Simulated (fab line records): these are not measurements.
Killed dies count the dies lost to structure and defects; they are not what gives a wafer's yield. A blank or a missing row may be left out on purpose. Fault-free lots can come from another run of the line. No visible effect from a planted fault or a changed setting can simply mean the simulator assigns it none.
fab line records	flow nandHarc
record lots=12	wafers=36	lastDay=25
route steps=1159 shown A_SLIT@799 A_WL_FILL@813 END@1159
lots that met no fault: taken from a fault-free run of the same line
startH: hours from the record's opening day to when the first of the lot's shown wafers began	waitH: time in hours since the lot's previous step	" identical to the entry in the row above	L1.1+2: one row covering several wafers at once	- either no value or no given start	* or withheld: withheld	< > ~ a bound
route shown NAME@n: NAME is a module with steps in the file, n the number in the route of the first one	usual: mean/standard deviation of fault-free wafers	same: alike in all rows	chamber/n: place in a boat	sites: readings site by site	_std_site: the values' standard deviation	_edge_site: the outer-site mean with the inner-site mean subtracted	radiusMm: how far each site lies from the wafer's centre	mask NAME#n: copy n	behind: the tool/chamber that last shaped the wafer	hold: cause of the lot's hold/its duration in hours/its outcome	device: the transistor (n, p or np) that didn't switch	end of line: tests run on the same wafers once the route is complete	where a step has no rows: the recipe by itself	killed: at the first sort, the dies lost to defects and structure; wafer yield is something else	map: shows each die of a wafer: x if killed, . if not, _ if none is there
set.NAME: the setting as run; set.NAME@STEP: as run at that earlier step	model.NAME: the simulator's own value behind a step, which no gauge read
one table for each step of the route and one row for each wafer, over a sample of lots
services: when a tool's chamber went out of use (startH, in hours from the record's first day, below 0 if earlier), for how many hours, and the reason
## steps
# step NHARC_A_SLIT_ETCH_29
# recipe targetDepthA=1000	overetchA=100	timeS=55	ionEnergyEv=100	cf4FlowSccm=80	o2FlowSccm=20	arFlowSccm=0	rfW=300	biasW=100	chemistry=CF4/O2
# usual biasW=99.98/0.29	drypumpMotorCurrentA=5.4/0.3	oesProductAu=1.000/0.0099	rfVppV=197.5/1.3	showerheadPlenumPTorr=1.32/0.063	throttleValvePct=13.396/0.0091
lot.wafer	tool	chamber	startH	waitH	biasW	drypumpMotorCurrentA	oesProductAu	rfHoursCounterH	rfVppV	showerheadPlenumPTorr	throttleValvePct
L485.1	rieDiel-07	0	339.52	0.1	100.23	5.1	0.999	8	196.7	1.33	13.380
L485.6	"	0	"	"	100.44	5.1	1.001	-	197.6	1.33	13.395
L485.5	"	2	"	"	99.65	5.4	1.005	-	198.0	1.34	13.398
L486.1	rieDiel-07	0	344.40	0.1	99.64	5.1	0.997	10	198.4	1.33	13.392
L486.3	"	1	"	"	99.96	5.4	0.989	8	196.1	1.26	13.395
L486.6	"	1	"	"	100.36	5.4	0.991	-	195.9	1.26	13.385
L487.4	rieDiel-07	0	347.74	0.1	99.86	5.1	0.998	10	197.8	1.33	13.404
L487.3	"	1	"	"	100.08	5.4	1.001	8	198.0	1.26	13.398
L487.5	"	2	"	"	99.70	5.4	1.005	-	197.4	1.34	13.399
L491.3	rieDiel-13	1	364.57	0.1	100.25	5.1	1.005	5	198.2	1.26	13.401
L491.2	"	2	"	"	100.16	5.3	1.000	5	198.4	1.39	13.397
L491.5	"	2	"	"	99.49	5.3	0.998	-	198.7	1.39	13.386
L498.1	rieDiel-13	1	409.47	0.1	99.95	5.2	1.006	9	196.2	1.26	13.379
L498.3	"	0	"	"	100.02	5.8	0.999	8	197.0	1.28	13.385
L498.6	"	2	"	"	99.84	5.3	0.992	-	198.3	1.39	13.409
L502.4	rieDiel-05	3	425.78	0.1	99.89	5.1	0.998	8	200.0	1.41	13.399
L502.6	"	1	"	"	100.02	5.3	1.024	-	197.3	1.28	13.405
L502.5	"	2	"	"	100.07	5.1	0.997	-	198.9	1.42	13.388
L500.4	rieDiel-13	0	427.29	0.1	100.50	5.8	0.991	10	197.7	1.28	13.399
L500.3	"	1	"	"	100.11	5.1	1.013	10	195.3	1.26	13.396
L500.1	"	2	"	"	100.65	5.3	0.986	10	198.8	1.39	13.397
L501.4	rieDiel-07	1	427.46	0.1	100.07	5.4	0.992	1	196.6	1.26	13.398
L501.2	"	2	"	"	99.59	5.4	1.012	1	197.6	1.34	13.394
L501.5	"	1	"	"	100.40	5.4	0.996	-	196.3	1.26	13.412
L503.4	rieDiel-05	2	462.94	0.1	99.56	5.1	0.998	12	198.3	1.42	13.389
L503.3	"	1	"	"	99.89	5.3	1.008	12	196.8	1.28	13.381
L503.5	"	3	"	"	99.78	5.1	1.013	-	197.3	1.40	13.401
L504.2	rieDiel-13	1	464.59	0.1	100.26	5.1	1.014	0	195.0	1.26	13.402
L504.4	"	2	"	"	99.90	5.3	0.984	0	200.5	1.39	13.388
L504.1	"	3	"	"	99.98	5.6	0.991	1	196.9	1.25	13.408
L506.1	rieDiel-13	3	466.03	0.1	99.67	5.6	0.999	1	197.1	1.25	13.406
L506.6	"	2	"	"	99.86	5.3	1.005	-	200.3	1.39	13.407
L506.5	"	3	"	"	100.32	5.5	1.005	-	196.2	1.25	13.407
L505.3	rieDiel-05	2	466.30	0.1	100.26	5.1	0.980	13	199.1	1.42	13.403
L505.6	"	3	"	"	99.92	5.1	1.004	-	197.9	1.40	13.390
L505.5	"	0	"	"	100.02	5.5	0.997	-	199.1	1.37	13.386
# step NHARC_A_WL_FILL_CVD_03
# recipe targetThkA=400	tempC=300	pressureTorr=40	wf6FlowSccm=40	h2FlowSccm=1600	arFlowSccm=1560	timeS=3302	material=W
# usual heaterPowerW=474/51	throttleValvePct=8.00/0.19
lot.wafer	tool	chamber	startH	waitH	heaterPowerW	throttleValvePct
L485.1	cvdW-02	1	349.47	0.5	414	8.38
L485.6	"	0	350.87	1.9	429	8.16
L485.5	"	1	"	"	399	8.38
L486.1	cvdW-02	1	353.62	0.1	394	8.02
L486.3	"	0	355.06	1.5	448	8.09
L486.6	"	0	"	"	441	7.95
L487.4	cvdW-01	0	360.18	3.1	535	7.63
L487.3	"	1	"	"	513	7.72
L487.5	"	1	"	"	502	7.97
L491.2	cvdW-01	1	379.52	5.1	511	8.14
L491.3	"	0	380.94	6.6	519	7.97
L491.5	"	1	"	"	511	7.97
L498.1	cvdW-01	0	418.93	0.1	522	8.00
L498.3	"	0	"	"	530	7.90
L498.6	"	0	"	"	518	8.06
L500.1	cvdW-01	1	438.09	3.2	507	7.78
L500.4	"	1	"	"	505	7.74
L500.3	"	0	"	"	527	7.84
L502.4	cvdW-02	0	440.50	5.4	466	8.08
L502.5	"	0	"	"	466	7.88
L502.6	"	1	"	"	403	7.92
L501.2	cvdW-01	1	440.99	5.7	511	8.12
L501.4	"	0	442.41	7.2	527	7.69
L501.5	"	1	"	"	500	8.10
L504.2	cvdW-01	0	472.14	0.1	521	7.99
L504.1	"	1	"	"	527	8.17
L504.4	"	0	"	"	539	8.08
L503.3	cvdW-02	0	473.09	1.0	466	7.83
L503.4	"	1	"	"	402	8.03
L503.5	"	0	"	"	459	7.83
L506.1	cvdW-02	0	475.53	0.2	460	7.79
L506.6	"	0	477.45	2.1	457	7.77
L506.5	"	1	"	"	402	8.29
L505.3	cvdW-02	1	479.34	3.9	404	7.97
L505.6	"	1	"	"	405	8.05
L505.5	"	0	"	"	482	7.55
# step NHARC_A_WL_FILL_ALD_10
# recipe targetThkA=500	pulseTimeS=10	aldCycles=500	tempC=300	material=SiO2
# usual heaterPowerW=460/23	precursorPulseHeightRel=1.000/0.018
lot.wafer	tool	chamber	startH	waitH	heaterPowerW	precursorPulseHeightRel
L485.1	aldHk-02	2	358.51	0.1	458	0.992
L485.6	"	2	360.53	2.1	451	1.031
L485.5	"	3	"	"	477	0.994
L486.3	aldHk-02	2	362.61	0.0	455	0.974
L486.1	"	0	363.65	1.1	444	1.010
L486.6	"	3	365.20	2.6	473	1.024
L487.3	aldHk-03	0	371.92	1.2	488	1.002
L487.4	"	1	372.95	2.2	448	1.003
L487.5	"	0	376.03	5.3	484	1.027
L491.2	aldHk-04	0	389.24	0.6	454	1.006
L491.3	"	2	390.26	1.6	403	0.996
L491.5	"	0	391.29	2.6	455	0.973
L498.1	aldHk-04	3	430.13	0.1	470	1.014
L498.3	"	0	"	"	459	0.992
L498.6	"	0	432.71	2.6	464	0.983
L500.3	aldHk-03	0	445.63	0.1	498	0.982
L500.4	"	2	446.67	1.1	438	0.998
L500.1	"	3	"	"	495	1.006
L501.4	aldHk-03	3	449.98	0.0	498	0.996
L501.2	"	1	451.01	1.1	436	0.996
L501.5	"	3	452.05	2.1	494	1.016
L502.4	aldHk-04	2	450.28	4.7	403	0.998
L502.6	"	3	"	"	451	0.988
L502.5	"	0	"	"	466	0.984
L503.3	aldHk-04	3	481.62	0.6	462	1.005
L503.4	"	1	482.65	1.6	453	1.009
L503.5	"	2	"	"	417	0.970
L504.2	aldHk-03	1	483.81	2.8	446	1.004
L504.4	"	2	"	"	454	1.009
L504.1	"	0	485.38	4.3	490	0.977
L505.3	aldHk-04	3	485.85	1.4	456	1.007
L505.6	"	2	487.39	3.0	418	0.975
L505.5	"	3	"	"	454	0.995
L506.1	aldHk-02	2	486.19	1.8	447	1.018
L506.5	"	3	"	"	492	0.983
L506.6	"	0	"	"	477	0.986
# step NHARC_A_WL_FILL_ETCHBACK_26
# recipe targetDepthA=520	timeS=13.3	hbrFlowSccm=150	rfW=350	icpW=350	biasW=60	chemistry=HBr
# usual biasW=59.97/0.17	drypumpMotorCurrentA=5.6/0.5	oesProductAu=1.001/0.01	throttleValvePct=23.266/0.0098
lot.wafer	tool	chamber	startH	waitH	biasW	drypumpMotorCurrentA	oesProductAu	rfHoursCounterH	throttleValvePct
L485.1	rieSi-05	1	368.61	0.4	59.97	5.7	0.988	0.9	23.258
L485.5	"	1	"	"	59.63	5.7	0.995	-	23.264
L485.6	"	2	"	"	59.97	5.2	0.997	-	23.275
L486.3	rieSi-01	2	372.52	0.4	59.79	6.2	1.003	0.2	23.253
L486.1	"	3	"	"	60.06	5.5	0.989	0.2	23.276
L486.6	"	2	"	"	59.70	6.2	1.008	-	23.286
L487.3	rieSi-01	1	384.88	0.4	59.97	5.2	0.808	0.3	23.275
L487.4	"	0	"	"	60.05	6.7	1.028	0.3	23.267
L487.5	"	1	"	"	59.64	5.1	1.009	-	23.253
L491.3	rieSi-01	3	398.56	0.4	59.84	5.5	0.805	0.3	23.256
L491.2	"	0	"	"	60.13	6.7	0.830	0.3	23.264
L491.5	"	0	"	"	59.65	6.6	1.010	-	23.275
L498.1	rieSi-03	3	440.34	0.4	60.26	4.9	0.994	0.9	23.276
L498.3	"	0	"	"	59.95	5.7	1.006	0.9	23.264
L498.6	"	3	"	"	60.11	4.9	0.991	-	23.254
L500.4	rieSi-01	0	455.52	0.4	59.98	6.7	1.010	0.7	23.277
L500.3	"	1	"	"	59.85	5.1	0.995	0.7	23.269
L500.1	"	2	"	"	59.72	6.1	0.995	0.8	23.260
L501.4	rieSi-05	0	459.03	0.4	59.98	5.5	0.995	0.2	23.257
L501.2	"	3	"	"	60.26	5.2	0.991	0.3	23.263
L501.5	"	0	"	"	59.94	5.4	1.004	-	23.280
L502.4	rieSi-01	2	459.04	0.4	59.95	6.2	0.998	0.8	23.263
L502.5	"	1	"	"	60.15	5.1	1.010	-	23.261
L502.6	"	2	"	"	59.83	6.2	0.997	-	23.255
L503.3	rieSi-03	2	491.51	0.4	59.96	5.7	0.996	1.3	23.248
L503.4	"	3	"	"	59.87	4.9	1.009	1.2	23.264
L503.5	"	1	"	"	60.01	5.8	0.989	-	23.262
L504.4	rieSi-05	2	493.90	0.4	60.02	5.1	1.000	0.5	23.257
L504.1	"	3	"	"	60.09	5.2	0.994	0.5	23.286
L504.2	"	1	"	"	60.21	5.7	1.026	0.5	23.259
L505.3	rieSi-01	2	493.92	0.4	60.24	6.2	1.015	1.1	23.262
L505.6	"	2	"	"	59.95	6.2	1.004	-	23.266
L505.5	"	3	"	"	60.11	5.5	1.013	-	23.250
L506.1	rieSi-03	0	493.96	0.4	60.24	5.7	1.012	1.2	23.272
L506.6	"	1	"	"	59.96	5.8	0.997	-	23.267
L506.5	"	2	"	"	60.01	5.7	0.986	-	23.260
# step NHARC_END_SORT_01
# recipe tempC=25
# usual killedAtArray=28/8.6	killedAtOther=0.7/1.2	killedAtPeriphery=3.1/2.3	killedDies=32/8.7	killedOpen=3.2/1.7	killedShort=2.0/1.5
# same grossDies=677
lot.wafer	tool	chamber	startH	waitH	killedAtArray	killedAtOther	killedAtPeriphery	killedDies	killedOpen	killedShort
L498.1	prober-01	0	530.02	2.5	32	3	5	40	3	2
L498.3	prober-01	0	531.59	3.0	23	4	3	30	3	1
L498.6	prober-01	0	533.93	3.9	38	3	4	45	5	6
# killed by level:class
L498.1 A_CHANNEL_HOLE_D1:chamberFilmFlake=23 A_CONTACT:chamberFilmFlake=4 THIN_TSV:chamberFilmFlake=3 P_CONTACT:chamberFilmFlake=2 P_GATE:geometricParticle:short=1 A_CHANNEL_FILL_D1:geometricParticle:short=1 A_SGD_CUT:geometricParticle:open=1 A_CONTACT:geometricParticle:open=1
L498.3 A_CHANNEL_HOLE_D1:chamberFilmFlake=12 A_CONTACT:chamberFilmFlake=7 P_CONTACT:chamberFilmFlake=3 THIN_TSV:chamberFilmFlake=3 A_ONON_D1:geometricParticle:open=1 A_CONTACT:geometricParticle:open=1 A_BLC:geometricParticle:short=1 STARTING-WAFER:geometricParticle:open=1
L498.6 A_CHANNEL_HOLE_D1:chamberFilmFlake=20 A_CONTACT:chamberFilmFlake=9 A_CONTACT:geometricParticle:short=3 THIN_TSV:chamberFilmFlake=3 P_M0:geometricParticle:open=2 P_CONTACT:chamberFilmFlake=2 A_SOURCE_PLATE:geometricParticle:short=1 A_CHANNEL_FILL_D1:geometricParticle:short=1
## services
tool	chamber	startH	hours	kind
rieDiel-07	1	324.93	17.9	repair
rieSi-01	-	329.46	9.0	pm
rieSi-03	-	332.00	9.0	pm
rieDiel-13	-	335.73	10.5	repair
rieDiel-05	-	340.60	9.0	pm
rieSi-03	1	346.32	9.3	repair
rieSi-05	1	354.24	3.8	repair
rieSi-03	1	359.56	8.5	repair
rieDiel-07	0	359.82	6.7	repair
rieDiel-07	2	365.77	13.7	repair
rieDiel-07	0	367.56	38.0	repair
rieDiel-13	2	373.07	7.6	repair
rieDiel-05	3	378.93	7.5	repair
cvdW-02	-	378.99	13.0	pm
rieDiel-13	2	390.11	1.4	repair
rieDiel-05	0	395.82	8.7	repair
rieDiel-07	-	405.21	9.0	pm
rieSi-01	-	415.31	0.2	repair
rieSi-05	-	416.00	9.0	pm
rieSi-03	-	442.67	0.1	repair
cvdW-01	0	448.95	4.7	repair
rieDiel-13	-	453.03	9.0	pm
aldHk-02	-	458.19	10.0	pm
cvdW-01	-	474.98	13.0	pm
## key
firstSign step=NHARC_A_WL_FILL_ETCHBACK_26	reading=oesProductAu	direction=down	sigmas=19	usual=1.001	struck=0.814
effect none on later readings
metAt NHARC_A_WL_FILL_ETCHBACK_26
struckLots L487,L491
struckWafers L487.3,L491.2,L491.3
testerLeftOut L487,L491
notActingAt NHARC_A_SLIT_ETCH_29,NHARC_A_WL_FILL_CVD_03,NHARC_A_WL_FILL_ALD_10
onsetBetween 372.52 384.88
fault kind=processParameterDrift	tool=rieSi-01	chamber=-	onsetH=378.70	steps=NHARC_A_WL_FILL_ETCHBACK_26	channel=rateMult	offset=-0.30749	shape=step	endH=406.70	scope=struckWafersOnly
# testerLeftOut: of these lots the tester's yield and bins aren't shown, on N5 and GAA mostly nor the transistor test; their killed dies are dies lost to structure and defects alone, not to doping, threshold or leakage, so they don't give the yield
